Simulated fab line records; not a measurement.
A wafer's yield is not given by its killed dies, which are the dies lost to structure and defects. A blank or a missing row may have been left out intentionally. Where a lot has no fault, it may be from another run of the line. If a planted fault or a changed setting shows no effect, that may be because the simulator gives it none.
Which tool was responsible? || flow n5 finfet || Sampling: 8 lots, 23 wafers, 6 of 1938 route steps

== WHAT THE GAUGES SHOWED, per wafer ==
N5_HKMG_FIN_THK_MEAS_70: measures by xrf. Usual: HK_THK typically reads 1.601 nm, with standard deviation 0.019.
{"lot": "L527", "measured": "day 5 01:58", "on": "film metro-02", "HK_THK (nm)": "1.568 1.589 1.563", "flag": ""}
{"lot": "L529", "measured": "day 5 14:05", "on": "film metro-02", "HK_THK (nm)": "1.615 0.769 1.568", "flag": "OFF"}
{"lot": "L534", "measured": "day 6 23:53", "on": "film metro-02", "HK_THK (nm)": "0.764 1.574", "flag": "OFF"}
{"lot": "L539", "measured": "day 8 01:25", "on": "film metro-02", "HK_THK (nm)": "1.621 1.596 1.614", "flag": ""}
{"lot": "L540", "measured": "day 8 09:23", "on": "film metro-02", "HK_THK (nm)": "1.621 1.626 1.598", "flag": ""}
{"lot": "L541", "measured": "day 8 13:55", "on": "film metro-02", "HK_THK (nm)": "1.590 1.611 1.600", "flag": ""}
{"lot": "L544", "measured": "day 9 08:58", "on": "film metro-01", "HK_THK (nm)": "1.594 1.593 1.580", "flag": ""}
{"lot": "L545", "measured": "day 9 15:02", "on": "film metro-02", "HK_THK (nm)": "1.613 1.621 1.592", "flag": ""}

N5_BEOL_M4_RC_MEAS_101. Usual: DIBL_N 36.2 mV/V, standard deviation 1.7; DIBL_P 36.2 mV/V, standard deviation 2.2; EOT_N 10.54, standard deviation 0.092; EOT_P 10.50, standard deviation 0.095; IGATE_N 0.0120 nA/um, standard deviation 0.0018; IGATE_P 0.0036 nA/um, standard deviation 0.00054; IOFF_N 0.16 nA/um, standard deviation 0.035; IOFF_P 0.21 nA/um, standard deviation 0.042; ION_N 673 uA/um, standard deviation 13; ION_P 462 uA/um, standard deviation 7.9; SS_N 71.4 mV/dec, standard deviation 0.59; SS_P 73.2 mV/dec, standard deviation 0.7; VT_N 250 mV, standard deviation 3.6; VT_P -251 mV, standard deviation 3.5.
{"lot": "L527", "measured": "day 8 10:10", "on": "prober-02", "DIBL_N (mV/V)": "35.5 34.1 36.4", "DIBL_P (mV/V)": "34.9 33.8 35.9", "EOT_N": "10.49 10.42 10.50", "EOT_P": "10.31 10.39 10.40", "IGATE_N (nA/um)": "0.0146 0.0139 0.0141", "IGATE_P (nA/um)": "0.0044 0.0042 0.0043", "IOFF_N (nA/um)": "0.14 0.12 0.17", "IOFF_P (nA/um)": "0.19 0.18 0.21", "ION_N (uA/um)": "667 673 689", "ION_P (uA/um)": "464 467 467", "SS_N (mV/dec)": "70.9 70.8 71.2", "SS_P (mV/dec)": "73.4 72.8 72.6", "VT_N (mV)": "251 250 247", "VT_P (mV)": "-251 -254 -250", "flag": ""}
{"lot": "L529", "measured": "day 9 04:19", "on": "prober-01", "DIBL_N (mV/V)": "35.6 30.9 38.1", "DIBL_P (mV/V)": "38.0 31.7 39.9", "EOT_N": "10.53 8.86 10.69", "EOT_P": "10.47 8.80 10.62", "IGATE_N (nA/um)": "0.0120 3.7155 0.0093", "IGATE_P (nA/um)": "0.0037 1.1479 0.0029", "IOFF_N (nA/um)": "0.17 0.10 0.20", "IOFF_P (nA/um)": "0.21 0.13 0.23", "ION_N (uA/um)": "681 687 681", "ION_P (uA/um)": "456 469 458", "SS_N (mV/dec)": "71.0 71.0 71.8", "SS_P (mV/dec)": "72.9 72.1 74.0", "VT_N (mV)": "252 254 249", "VT_P (mV)": "-250 -257 -251", "flag": "OFF"}
{"lot": "L534", "measured": "day 11 00:17", "on": "prober-01", "DIBL_N (mV/V)": "29.9 35.7", "DIBL_P (mV/V)": "28.0 35.6", "EOT_N": "8.89 10.53", "EOT_P": "8.95 10.42", "IGATE_N (nA/um)": "3.7767 0.0130", "IGATE_P (nA/um)": "1.0922 0.0038", "IOFF_N (nA/um)": "0.08 0.14", "IOFF_P (nA/um)": "0.11 0.21", "ION_N (uA/um)": "680 661", "ION_P (uA/um)": "465 459", "SS_N (mV/dec)": "69.8 70.5", "SS_P (mV/dec)": "70.8 73.2", "VT_N (mV)": "255 249", "VT_P (mV)": "-257 -251", "flag": "OFF"}
{"lot": "L539", "measured": "day 11 13:39", "on": "prober-02", "DIBL_N (mV/V)": "34.7 32.8 34.0", "DIBL_P (mV/V)": "33.5 31.6 32.5", "EOT_N": "10.56 10.56 10.59", "EOT_P": "10.49 10.57 10.53", "IGATE_N (nA/um)": "0.0112 0.0099 0.0118", "IGATE_P (nA/um)": "0.0034 0.0029 0.0035", "IOFF_N (nA/um)": "0.11 0.10 0.11", "IOFF_P (nA/um)": "0.16 0.13 0.15", "ION_N (uA/um)": "652 648 664", "ION_P (uA/um)": "449 441 447", "SS_N (mV/dec)": "70.9 70.4 70.9", "SS_P (mV/dec)": "72.8 72.4 72.4", "VT_N (mV)": "255 258 254", "VT_P (mV)": "-254 -256 -256", "flag": ""}
{"lot": "L540", "measured": "day 12 13:05", "on": "prober-02", "DIBL_N (mV/V)": "36.2 35.4 36.9", "DIBL_P (mV/V)": "35.5 35.1 37.5", "EOT_N": "10.53 10.63 10.62", "EOT_P": "10.56 10.67 10.52", "IGATE_N (nA/um)": "0.0105 0.0097 0.0125", "IGATE_P (nA/um)": "0.0032 0.0029 0.0037", "IOFF_N (nA/um)": "0.16 0.16 0.17", "IOFF_P (nA/um)": "0.21 0.21 0.24", "ION_N (uA/um)": "670 677 676", "ION_P (uA/um)": "465 468 462", "SS_N (mV/dec)": "71.2 71.6 72.2", "SS_P (mV/dec)": "73.1 73.0 73.1", "VT_N (mV)": "251 249 249", "VT_P (mV)": "-249 -249 -249", "flag": ""}
{"lot": "L541", "measured": "day 12 17:07", "on": "prober-02", "DIBL_N (mV/V)": "32.5 32.4 32.2", "DIBL_P (mV/V)": "32.9 31.6 30.7", "EOT_N": "10.49 10.52 10.46", "EOT_P": "10.45 10.54 10.41", "IGATE_N (nA/um)": "0.0114 0.0117 0.0136", "IGATE_P (nA/um)": "0.0035 0.0036 0.0041", "IOFF_N (nA/um)": "0.10 0.10 0.09", "IOFF_P (nA/um)": "0.15 0.14 0.13", "ION_N (uA/um)": "654 648 648", "ION_P (uA/um)": "455 446 446", "SS_N (mV/dec)": "71.2 70.5 70.4", "SS_P (mV/dec)": "72.3 72.4 72.3", "VT_N (mV)": "256 256 258", "VT_P (mV)": "-254 -255 -258", "flag": ""}
{"lot": "L544", "measured": "day 13 14:12", "on": "prober-01", "DIBL_N (mV/V)": "37.8 36.2 37.1", "DIBL_P (mV/V)": "37.2 34.0 34.9", "EOT_N": "10.57 10.52 10.66", "EOT_P": "10.70 10.59 10.49", "IGATE_N (nA/um)": "0.0101 0.0110 0.0126", "IGATE_P (nA/um)": "0.0031 0.0034 0.0038", "IOFF_N (nA/um)": "0.16 0.12 0.15", "IOFF_P (nA/um)": "0.25 0.19 0.21", "ION_N (uA/um)": "669 673 675", "ION_P (uA/um)": "459 462 470", "SS_N (mV/dec)": "71.8 71.5 70.9", "SS_P (mV/dec)": "73.6 72.6 72.3", "VT_N (mV)": "247 255 249", "VT_P (mV)": "-247 -251 -249", "flag": ""}
{"lot": "L545", "measured": "day 13 15:37", "on": "prober-02", "DIBL_N (mV/V)": "37.0 34.4 37.7", "DIBL_P (mV/V)": "36.1 33.8 37.8", "EOT_N": "10.43 10.39 10.44", "EOT_P": "10.47 10.35 10.50", "IGATE_N (nA/um)": "0.0141 0.0141 0.0136", "IGATE_P (nA/um)": "0.0043 0.0043 0.0042", "IOFF_N (nA/um)": "0.16 0.12 0.18", "IOFF_P (nA/um)": "0.21 0.17 0.24", "ION_N (uA/um)": "668 666 678", "ION_P (uA/um)": "459 457 459", "SS_N (mV/dec)": "71.3 71.0 71.8", "SS_P (mV/dec)": "72.9 71.9 73.3", "VT_N (mV)": "251 255 247", "VT_P (mV)": "-250 -253 -249", "flag": ""}

== TOOL THAT RAN EACH LOT (tool first, then ch and the chambers of the sampled wafers, then the start) ==
{"lot": "L527", "N5_SDB_DESCUM_16": "rie diel-03 ch 1,2, day 4 17:34", "N5_DUMMY_REMOVAL_HM_STRIP_01": "rie diel-02 ch 0,3, day 4 21:42", "N5_HKMG_FIN_HK_ALD_01": "ald hk-02 ch 0,1,3, day 4 22:15", "N5_HKMG_FIN_DESCUM_53": "rie diel-03 ch 1,2, day 4 23:32"}
{"lot": "L529", "N5_SDB_DESCUM_16": "rie diel-01 ch 1,2,3, day 5 05:55", "N5_DUMMY_REMOVAL_HM_STRIP_01": "rie diel-06 ch 1,2,3, day 5 09:49", "N5_HKMG_FIN_HK_ALD_01": "ald hk-02 ch 0,2,3, day 5 10:22", "N5_HKMG_FIN_DESCUM_53": "rie diel-04 ch 0,1,3, day 5 11:36"}
{"lot": "L534", "N5_SDB_DESCUM_16": "rie diel-03 ch 0,1, day 6 15:19", "N5_DUMMY_REMOVAL_HM_STRIP_01": "rie diel-05 ch 2,3, day 6 19:23", "N5_HKMG_FIN_HK_ALD_01": "ald hk-02 ch 1,2, day 6 19:57", "N5_HKMG_FIN_DESCUM_53": "rie diel-01 ch 2,3, day 6 21:29"}
{"lot": "L539", "N5_SDB_DESCUM_16": "rie diel-04 ch 0,1, day 7 17:17", "N5_DUMMY_REMOVAL_HM_STRIP_01": "rie diel-06 ch 0,1,2, day 7 21:24", "N5_HKMG_FIN_HK_ALD_01": "ald hk-01 ch 0,1,2, day 7 21:59", "N5_HKMG_FIN_DESCUM_53": "rie diel-03 ch 0,1,3, day 7 22:55"}
{"lot": "L540", "N5_SDB_DESCUM_16": "rie diel-04 ch 0,1,2, day 8 01:36", "N5_DUMMY_REMOVAL_HM_STRIP_01": "rie diel-05 ch 0,2,3, day 8 05:29", "N5_HKMG_FIN_HK_ALD_01": "ald hk-01 ch 1,2,3, day 8 06:04", "N5_HKMG_FIN_DESCUM_53": "rie diel-04 ch 0,1,2, day 8 06:58"}
{"lot": "L541", "N5_SDB_DESCUM_16": "rie diel-01 ch 0,3, day 8 05:36", "N5_DUMMY_REMOVAL_HM_STRIP_01": "rie diel-02 ch 0,2, day 8 09:38", "N5_HKMG_FIN_HK_ALD_01": "ald hk-01 ch 0,2, day 8 10:13", "N5_HKMG_FIN_DESCUM_53": "rie diel-04 ch 0,2,3, day 8 11:30"}
{"lot": "L544", "N5_SDB_DESCUM_16": "rie diel-01 ch 0,1,2, day 8 23:27", "N5_DUMMY_REMOVAL_HM_STRIP_01": "rie diel-06 ch 0,1,2, day 9 04:22", "N5_HKMG_FIN_HK_ALD_01": "ald hk-02 ch 0,1,3, day 9 05:04", "N5_HKMG_FIN_DESCUM_53": "rie diel-04 ch 0,2,3, day 9 06:26"}
{"lot": "L545", "N5_SDB_DESCUM_16": "rie diel-01 ch 0,1,2, day 9 06:54", "N5_DUMMY_REMOVAL_HM_STRIP_01": "rie diel-06 ch 0,2,3, day 9 10:47", "N5_HKMG_FIN_HK_ALD_01": "ald hk-02 ch 0,1,2, day 9 11:24", "N5_HKMG_FIN_DESCUM_53": "rie diel-04 ch 0,2,3, day 9 12:38"}
- N5_SDB_DESCUM_16: chemistry O2, time 7.9 s.
- N5_DUMMY_REMOVAL_HM_STRIP_01: strips SiNx in CH3F/O2, stops on poly-Si, target depth 4 nm, time 6.8 s.
- N5_HKMG_FIN_HK_ALD_01: deposits HfO2, target thk 1.6 nm, pulse time 3 s, purge time 3 s.
- N5_HKMG_FIN_DESCUM_53: chemistry O2, time 7.9 s.

== AS READ BY THE TOOLS THEMSELVES (means over the sampled wafers that have a number; for cases with no such wafer, the mark the record gives instead) ==
N5_SDB_DESCUM_16. Usual: drypump motor current A 5.6 A, standard deviation 0.46; oes product au 0.77 a.u., standard deviation 0.066; rf fwd power W 49.36 W, standard deviation 0.28; rf vpp V 243.6 V, standard deviation 1.3; showerhead plenum p Torr 2.13 Torr, standard deviation 0.059; throttle valve pct 20.38 %, standard deviation 0.2.
{"lot": "L527", "tool": "rie diel-03", "drypump motor current A (A)": 5.3, "oes product au (a.u.)": 0.79, "rf fwd power W (W)": 49.52, "rf vpp V (V)": 243.4, "showerhead plenum p Torr (Torr)": 2.10, "throttle valve pct (%)": 20.16, "flag": ""}
{"lot": "L529", "tool": "rie diel-01", "drypump motor current A (A)": 5.4, "oes product au (a.u.)": 0.79, "rf fwd power W (W)": 49.49, "rf vpp V (V)": 244.0, "showerhead plenum p Torr (Torr)": 2.14, "throttle valve pct (%)": 20.37, "flag": ""}
{"lot": "L534", "tool": "rie diel-03", "drypump motor current A (A)": 5.3, "oes product au (a.u.)": 0.79, "rf fwd power W (W)": 49.53, "rf vpp V (V)": 244.7, "showerhead plenum p Torr (Torr)": 2.16, "throttle valve pct (%)": 20.15, "flag": ""}
{"lot": "L539", "tool": "rie diel-04", "drypump motor current A (A)": 6.1, "oes product au (a.u.)": 0.78, "rf fwd power W (W)": 49.34, "rf vpp V (V)": 242.5, "showerhead plenum p Torr (Torr)": 2.11, "throttle valve pct (%)": 20.69, "flag": ""}
{"lot": "L540", "tool": "rie diel-04", "drypump motor current A (A)": 6.0, "oes product au (a.u.)": 0.76, "rf fwd power W (W)": 49.33, "rf vpp V (V)": 243.0, "showerhead plenum p Torr (Torr)": 2.10, "throttle valve pct (%)": 20.57, "flag": ""}
{"lot": "L541", "tool": "rie diel-01", "drypump motor current A (A)": 5.9, "oes product au (a.u.)": 0.79, "rf fwd power W (W)": 49.46, "rf vpp V (V)": 243.6, "showerhead plenum p Torr (Torr)": 2.13, "throttle valve pct (%)": 20.29, "flag": ""}
{"lot": "L544", "tool": "rie diel-01", "drypump motor current A (A)": 5.2, "oes product au (a.u.)": 0.73, "rf fwd power W (W)": 49.07, "rf vpp V (V)": 242.9, "showerhead plenum p Torr (Torr)": 2.09, "throttle valve pct (%)": 20.53, "flag": ""}
{"lot": "L545", "tool": "rie diel-01", "drypump motor current A (A)": 5.2, "oes product au (a.u.)": 0.72, "rf fwd power W (W)": 49.34, "rf vpp V (V)": 243.0, "showerhead plenum p Torr (Torr)": 2.09, "throttle valve pct (%)": 20.53, "flag": ""}

N5_DUMMY_REMOVAL_HM_STRIP_01. Usual: drypump motor current A 5.6 A, standard deviation 0.5; oes product au 0.62 a.u., standard deviation 0.057; rf vpp V 127.6 V, standard deviation 1.1; showerhead plenum p Torr 2.02 Torr, standard deviation 0.087; throttle valve pct 16.41 %, standard deviation 0.26.
{"lot": "L527", "tool": "rie diel-02", "drypump motor current A (A)": 5.4, "oes product au (a.u.)": 0.62, "rf vpp V (V)": 128.8, "showerhead plenum p Torr (Torr)": 2.09, "throttle valve pct (%)": 16.51, "flag": ""}
{"lot": "L529", "tool": "rie diel-06", "drypump motor current A (A)": 6.3, "oes product au (a.u.)": 0.64, "rf vpp V (V)": 128.0, "showerhead plenum p Torr (Torr)": 2.05, "throttle valve pct (%)": 16.18, "flag": ""}
{"lot": "L534", "tool": "rie diel-05", "drypump motor current A (A)": 5.3, "oes product au (a.u.)": 0.60, "rf vpp V (V)": 128.1, "showerhead plenum p Torr (Torr)": 2.08, "throttle valve pct (%)": 16.46, "flag": ""}
{"lot": "L539", "tool": "rie diel-06", "drypump motor current A (A)": 5.9, "oes product au (a.u.)": 0.62, "rf vpp V (V)": 128.1, "showerhead plenum p Torr (Torr)": 1.99, "throttle valve pct (%)": 16.29, "flag": ""}
{"lot": "L540", "tool": "rie diel-05", "drypump motor current A (A)": 5.6, "oes product au (a.u.)": 0.59, "rf vpp V (V)": 127.3, "showerhead plenum p Torr (Torr)": 2.02, "throttle valve pct (%)": 16.50, "flag": ""}
{"lot": "L541", "tool": "rie diel-02", "drypump motor current A (A)": 5.1, "oes product au (a.u.)": 0.72, "rf vpp V (V)": 128.3, "showerhead plenum p Torr (Torr)": 2.12, "throttle valve pct (%)": 16.24, "flag": ""}
{"lot": "L544", "tool": "rie diel-06", "drypump motor current A (A)": 5.9, "oes product au (a.u.)": 0.62, "rf vpp V (V)": 126.9, "showerhead plenum p Torr (Torr)": 1.99, "throttle valve pct (%)": 16.31, "flag": ""}
{"lot": "L545", "tool": "rie diel-06", "drypump motor current A (A)": 5.8, "oes product au (a.u.)": 0.58, "rf vpp V (V)": 127.8, "showerhead plenum p Torr (Torr)": 1.98, "throttle valve pct (%)": 16.39, "flag": ""}

N5_HKMG_FIN_HK_ALD_01. Usual: precursor pulse height rel reads 1.001 (standard deviation 0.021).
{"lot": "L527", "tool": "ald hk-02", "precursor pulse height rel": 1.019, "flag": ""}
{"lot": "L529", "tool": "ald hk-02", "precursor pulse height rel": 0.991, "flag": ""}
{"lot": "L534", "tool": "ald hk-02", "precursor pulse height rel": 1.017, "flag": ""}
{"lot": "L539", "tool": "ald hk-01", "precursor pulse height rel": 1.008, "flag": ""}
{"lot": "L540", "tool": "ald hk-01", "precursor pulse height rel": 0.995, "flag": ""}
{"lot": "L541", "tool": "ald hk-01", "precursor pulse height rel": 1.013, "flag": ""}
{"lot": "L544", "tool": "ald hk-02", "precursor pulse height rel": 1.007, "flag": ""}
{"lot": "L545", "tool": "ald hk-02", "precursor pulse height rel": 1.014, "flag": ""}

N5_HKMG_FIN_DESCUM_53. Usual: drypump motor current A 5.6 A, standard deviation 0.45; oes product au 0.76 a.u., standard deviation 0.063; rf fwd power W 49.35 W, standard deviation 0.26; rf vpp V 243.5 V, standard deviation 1.1; showerhead plenum p Torr 2.13 Torr, standard deviation 0.056; throttle valve pct 20.40 %, standard deviation 0.2.
{"lot": "L527", "tool": "rie diel-03", "drypump motor current A (A)": 5.3, "oes product au (a.u.)": 0.78, "rf fwd power W (W)": 49.38, "rf vpp V (V)": 243.7, "showerhead plenum p Torr (Torr)": 2.10, "throttle valve pct (%)": 20.15, "flag": ""}
{"lot": "L529", "tool": "rie diel-04", "drypump motor current A (A)": 6.0, "oes product au (a.u.)": 0.80, "rf fwd power W (W)": 49.34, "rf vpp V (V)": 243.4, "showerhead plenum p Torr (Torr)": 2.14, "throttle valve pct (%)": 20.55, "flag": ""}
{"lot": "L534", "tool": "rie diel-01", "drypump motor current A (A)": 5.5, "oes product au (a.u.)": 0.79, "rf fwd power W (W)": 49.53, "rf vpp V (V)": 243.8, "showerhead plenum p Torr (Torr)": 2.10, "throttle valve pct (%)": 20.34, "flag": ""}
{"lot": "L539", "tool": "rie diel-03", "drypump motor current A (A)": 5.5, "oes product au (a.u.)": 0.75, "rf fwd power W (W)": 49.33, "rf vpp V (V)": 243.6, "showerhead plenum p Torr (Torr)": 2.16, "throttle valve pct (%)": 20.30, "flag": ""}
{"lot": "L540", "tool": "rie diel-04", "drypump motor current A (A)": 6.1, "oes product au (a.u.)": 0.76, "rf fwd power W (W)": 49.29, "rf vpp V (V)": 243.5, "showerhead plenum p Torr (Torr)": 2.10, "throttle valve pct (%)": 20.56, "flag": ""}
{"lot": "L541", "tool": "rie diel-04", "drypump motor current A (A)": 6.0, "oes product au (a.u.)": 0.71, "rf fwd power W (W)": 49.48, "rf vpp V (V)": 243.1, "showerhead plenum p Torr (Torr)": 2.11, "throttle valve pct (%)": 20.54, "flag": ""}
{"lot": "L544", "tool": "rie diel-04", "drypump motor current A (A)": 6.0, "oes product au (a.u.)": 0.71, "rf fwd power W (W)": 49.47, "rf vpp V (V)": 243.4, "showerhead plenum p Torr (Torr)": 2.11, "throttle valve pct (%)": 20.54, "flag": ""}
{"lot": "L545", "tool": "rie diel-04", "drypump motor current A (A)": 6.0, "oes product au (a.u.)": 0.71, "rf fwd power W (W)": 49.49, "rf vpp V (V)": 243.1, "showerhead plenum p Torr (Torr)": 2.11, "throttle valve pct (%)": 20.55, "flag": ""}

== THE ANSWER, worked out from the rows above alone ==
Rule: a lot counts as off when the mean over its wafers that have a number is more than 3 standard deviations away from the usual mean. A lot without any number at a reading at which 4 lots or more have one is off too. All remaining lots with rows at the step are treated as sound. The gauges are gone through in route order, then the tools' own readings, and for those a lot's mean is taken as printed above. At the first step where some lot is off, the reading lying furthest off is the one used; lots without a number count as furthest.
Off: L529, L534, seen at N5_HKMG_FIN_THK_MEAS_70 (HK_THK).
If a tool, at a process step before that reading, ran all the lots that are off and no sound lot after the first of them, it fits. Not tried: the gauges at N5_HKMG_FIN_THK_MEAS_70; whatever is off there is also off at N5_BEOL_M4_RC_MEAS_101, on other tools, and gauge error can't account for it. Of those tried, none fits.

== WHAT WAS PUT IN BY THE SIMULATOR ==
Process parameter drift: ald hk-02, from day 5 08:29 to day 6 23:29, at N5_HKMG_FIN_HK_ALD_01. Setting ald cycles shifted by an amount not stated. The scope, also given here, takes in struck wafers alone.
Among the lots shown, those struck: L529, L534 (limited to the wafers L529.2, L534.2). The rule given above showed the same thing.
